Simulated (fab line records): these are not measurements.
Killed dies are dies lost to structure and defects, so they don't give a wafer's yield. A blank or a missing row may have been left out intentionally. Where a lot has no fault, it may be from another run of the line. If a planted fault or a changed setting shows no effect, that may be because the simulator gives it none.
Which tool was responsible? / flow n5 finfet / 13 lots, 37 wafers sampled, at 5 steps of a route of 1938

## WHAT EACH GAUGE READ, for each wafer
No reading from a measuring or inspecting step in the record can be judged against a usual standard deviation.

## EACH LOT AND THE TOOL THAT RAN IT (in order: tool; ch and the chambers of the sampled wafers; start)
lot=L575; N5_MOL_CONTACT_COAG_SPUTTER_143=pvd sputter-01, day 4 22:52; N5_MIM_BOT_DEGAS_01=pvd sputter-01, day 11 10:34; N5_MIM_TOP_ALD_00=ald hk-03 ch 1,2, day 11 10:43; N5_MIM_TOP_DEGAS_04=pvd sputter-01, day 11 13:28; N5_PASSIVATION_PROBE_49=-
lot=L578; N5_MOL_CONTACT_COAG_SPUTTER_143=pvd sputter-03, day 5 19:34; N5_MIM_BOT_DEGAS_01=pvd sputter-02, day 12 11:05; N5_MIM_TOP_ALD_00=ald hk-01 ch 1,2,3, day 12 11:13; N5_MIM_TOP_DEGAS_04=pvd sputter-02, day 12 12:06; N5_PASSIVATION_PROBE_49=-
lot=L579; N5_MOL_CONTACT_COAG_SPUTTER_143=pvd sputter-02, day 5 23:20; N5_MIM_BOT_DEGAS_01=pvd sputter-02, day 12 19:23; N5_MIM_TOP_ALD_00=ald hk-03 ch 1,3, day 12 19:32; N5_MIM_TOP_DEGAS_04=pvd sputter-01, day 12 20:01; N5_PASSIVATION_PROBE_49=-
lot=L581; N5_MOL_CONTACT_COAG_SPUTTER_143=pvd sputter-03, day 6 08:43; N5_MIM_BOT_DEGAS_01=pvd sputter-02, day 13 06:38; N5_MIM_TOP_ALD_00=ald hk-03 ch 0,3, day 13 06:47; N5_MIM_TOP_DEGAS_04=pvd sputter-03, day 13 07:41; N5_PASSIVATION_PROBE_49=-
lot=L583; N5_MOL_CONTACT_COAG_SPUTTER_143=pvd sputter-03, day 6 16:41; N5_MIM_BOT_DEGAS_01=pvd sputter-03, day 13 23:41; N5_MIM_TOP_ALD_00=ald hk-01 ch 2,3, day 13 23:50; N5_MIM_TOP_DEGAS_04=pvd sputter-01, day 14 02:52; N5_PASSIVATION_PROBE_49=-
lot=L584; N5_MOL_CONTACT_COAG_SPUTTER_143=pvd sputter-02, day 7 00:49; N5_MIM_BOT_DEGAS_01=pvd sputter-02, day 14 07:30; N5_MIM_TOP_ALD_00=ald hk-03 ch 0,2,3, day 14 07:38; N5_MIM_TOP_DEGAS_04=pvd sputter-02, day 14 09:32; N5_PASSIVATION_PROBE_49=-
lot=L586; N5_MOL_CONTACT_COAG_SPUTTER_143=pvd sputter-01, day 7 18:41; N5_MIM_BOT_DEGAS_01=pvd sputter-02, day 14 13:19; N5_MIM_TOP_ALD_00=ald hk-03 ch 0,1,3, day 14 13:27; N5_MIM_TOP_DEGAS_04=pvd sputter-02, day 14 14:10; N5_PASSIVATION_PROBE_49=prober-01, day 15 00:48
lot=L589; N5_MOL_CONTACT_COAG_SPUTTER_143=pvd sputter-03, day 8 08:27; N5_MIM_BOT_DEGAS_01=pvd sputter-03, day 15 09:58; N5_MIM_TOP_ALD_00=ald hk-01 ch 0,2,3, day 15 10:07; N5_MIM_TOP_DEGAS_04=pvd sputter-01, day 15 10:34; N5_PASSIVATION_PROBE_49=prober-02, day 15 21:18
lot=L591; N5_MOL_CONTACT_COAG_SPUTTER_143=pvd sputter-03, day 8 19:20; N5_MIM_BOT_DEGAS_01=pvd sputter-01, day 16 02:47; N5_MIM_TOP_ALD_00=ald hk-02 ch 2, day 16 02:57; N5_MIM_TOP_DEGAS_04=pvd sputter-01, day 16 03:23; N5_PASSIVATION_PROBE_49=prober-02, day 16 14:16
lot=L593; N5_MOL_CONTACT_COAG_SPUTTER_143=pvd sputter-02, day 9 11:20; N5_MIM_BOT_DEGAS_01=pvd sputter-02, day 15 18:50; N5_MIM_TOP_ALD_00=ald hk-02 ch 1,3, day 15 18:58; N5_MIM_TOP_DEGAS_04=pvd sputter-01, day 15 20:57; N5_PASSIVATION_PROBE_49=-
lot=L595; N5_MOL_CONTACT_COAG_SPUTTER_143=pvd sputter-01, day 10 01:36; N5_MIM_BOT_DEGAS_01=pvd sputter-03, day 17 00:55; N5_MIM_TOP_ALD_00=ald hk-02 ch 0,3, day 17 01:03; N5_MIM_TOP_DEGAS_04=pvd sputter-03, day 17 01:30; N5_PASSIVATION_PROBE_49=-
lot=L596; N5_MOL_CONTACT_COAG_SPUTTER_143=pvd sputter-01, day 10 03:56; N5_MIM_BOT_DEGAS_01=pvd sputter-02, day 17 07:25; N5_MIM_TOP_ALD_00=ald hk-02 ch 0,2,3, day 17 07:34; N5_MIM_TOP_DEGAS_04=pvd sputter-03, day 17 11:01; N5_PASSIVATION_PROBE_49=-
lot=L597; N5_MOL_CONTACT_COAG_SPUTTER_143=pvd sputter-01, day 10 11:22; N5_MIM_BOT_DEGAS_01=pvd sputter-01, day 17 06:39; N5_MIM_TOP_ALD_00=ald hk-02 ch 0,3, day 17 06:47; N5_MIM_TOP_DEGAS_04=pvd sputter-01, day 17 07:39; N5_PASSIVATION_PROBE_49=-
- N5_MOL_CONTACT_COAG_SPUTTER_143: material Co, target thk 2.5 nm.
- N5_MIM_BOT_DEGAS_01: time 60 s.
- N5_MIM_TOP_ALD_00: deposits Al2O3, purge time 3 s, co reactant pulse time 3 s.
- N5_MIM_TOP_DEGAS_04: time 60 s.
- N5_PASSIVATION_PROBE_49

## AS READ BY THE TOOLS THEMSELVES (means over the sampled wafers that have a number; for cases with no such wafer, the mark the record gives instead)
N5_MOL_CONTACT_COAG_SPUTTER_143.
lot=L575; tool=pvd sputter-01; throttle valve pct (%)=29.7
lot=L578; tool=pvd sputter-03; throttle valve pct (%)=30.4
lot=L579; tool=pvd sputter-02; throttle valve pct (%)=30.2
lot=L581; tool=pvd sputter-03; throttle valve pct (%)=29.9
lot=L583; tool=pvd sputter-03; throttle valve pct (%)=30.0
lot=L584; tool=pvd sputter-02; throttle valve pct (%)=30.2
lot=L586; tool=pvd sputter-01; throttle valve pct (%)=30.2
lot=L589; tool=pvd sputter-03; throttle valve pct (%)=30.1
lot=L591; tool=pvd sputter-03; throttle valve pct (%)=30.8
lot=L593; tool=pvd sputter-02; throttle valve pct (%)=30.5
lot=L595; tool=pvd sputter-01; throttle valve pct (%)=30.6
lot=L596; tool=pvd sputter-01; throttle valve pct (%)=30.1
lot=L597; tool=pvd sputter-01; throttle valve pct (%)=30.0

N5_MIM_BOT_DEGAS_01.
lot=L575; tool=pvd sputter-01; heater power w (W)=529
lot=L578; tool=pvd sputter-02; heater power w (W)=517
lot=L579; tool=pvd sputter-02; heater power w (W)=467
lot=L581; tool=pvd sputter-02; heater power w (W)=516
lot=L583; tool=pvd sputter-03; heater power w (W)=451
lot=L584; tool=pvd sputter-02; heater power w (W)=508
lot=L586; tool=pvd sputter-02; heater power w (W)=519
lot=L589; tool=pvd sputter-03; heater power w (W)=431
lot=L591; tool=pvd sputter-01; heater power w (W)=524
lot=L593; tool=pvd sputter-02; heater power w (W)=512
lot=L595; tool=pvd sputter-03; heater power w (W)=431
lot=L596; tool=pvd sputter-02; heater power w (W)=455
lot=L597; tool=pvd sputter-01; heater power w (W)=477

N5_MIM_TOP_ALD_00.
lot=L575; tool=ald hk-03; precursor pulse height rel=1.005
lot=L578; tool=ald hk-01; precursor pulse height rel=0.993
lot=L579; tool=ald hk-03; precursor pulse height rel=0.980
lot=L581; tool=ald hk-03; precursor pulse height rel=1.007
lot=L583; tool=ald hk-01; precursor pulse height rel=1.001
lot=L584; tool=ald hk-03; precursor pulse height rel=1.020
lot=L586; tool=ald hk-03; precursor pulse height rel=0.997
lot=L589; tool=ald hk-01; precursor pulse height rel=1.003
lot=L591; tool=ald hk-02; precursor pulse height rel=1.004
lot=L593; tool=ald hk-02; precursor pulse height rel=1.004
lot=L595; tool=ald hk-02; precursor pulse height rel=0.990
lot=L596; tool=ald hk-02; precursor pulse height rel=0.992
lot=L597; tool=ald hk-02; precursor pulse height rel=0.978

N5_MIM_TOP_DEGAS_04.
lot=L575; tool=pvd sputter-01; heater power w (W)=523
lot=L578; tool=pvd sputter-02; heater power w (W)=453
lot=L579; tool=pvd sputter-01; heater power w (W)=480
lot=L581; tool=pvd sputter-03; heater power w (W)=437
lot=L583; tool=pvd sputter-01; heater power w (W)=477
lot=L584; tool=pvd sputter-02; heater power w (W)=508
lot=L586; tool=pvd sputter-02; heater power w (W)=532
lot=L589; tool=pvd sputter-01; heater power w (W)=472
lot=L591; tool=pvd sputter-01; heater power w (W)=509
lot=L593; tool=pvd sputter-01; heater power w (W)=500
lot=L595; tool=pvd sputter-03; heater power w (W)=442
lot=L596; tool=pvd sputter-03; heater power w (W)=466
lot=L597; tool=pvd sputter-01; heater power w (W)=494

N5_PASSIVATION_PROBE_49.
lot=L586; tool=prober-01; killed_at_M0_to_M3=27; killed_at_M4_up=28; killed at contacts=8; killed at front end=55; killed at other=6.0; killed dies=124; killed open=85; killed short=36
lot=L589; tool=prober-02; killed_at_M0_to_M3=26; killed_at_M4_up=28; killed at contacts=7; killed at front end=32; killed at other=6.0; killed dies=99; killed open=61; killed short=38
lot=L591; tool=prober-02; killed_at_M0_to_M3=18; killed_at_M4_up=12; killed at contacts=113; killed at front end=41; killed at other=5.0; killed dies=189; killed open=63; killed short=27

## THE ANSWER, worked out from the rows above alone
Rule: the usual values come from the lots themselves. Put in order of their means at a reading, lots are off if they are a third of the lots or fewer, leave a main group of 4 or more, and stand apart from it by a gap of 3 or more times the standard deviation of the main group's means; of several such gaps the widest counts. If all means in a main group match to the digits the tables above print for the reading, that group is not used. Also off: a lot with no number at a reading for which 4 or more lots have one. Where the step has rows for the other lots, those lots are counted as sound. The gauges are gone through in route order, then the tools' own readings, and for those a lot's mean is taken as printed above. The first step at which some lot is off is used, and at that step the reading that is off furthest; a lot without a number counts as furthest.
None of the lots is off at any reading shown; this tells nothing.

## WHAT THE SIMULATOR PUT IN
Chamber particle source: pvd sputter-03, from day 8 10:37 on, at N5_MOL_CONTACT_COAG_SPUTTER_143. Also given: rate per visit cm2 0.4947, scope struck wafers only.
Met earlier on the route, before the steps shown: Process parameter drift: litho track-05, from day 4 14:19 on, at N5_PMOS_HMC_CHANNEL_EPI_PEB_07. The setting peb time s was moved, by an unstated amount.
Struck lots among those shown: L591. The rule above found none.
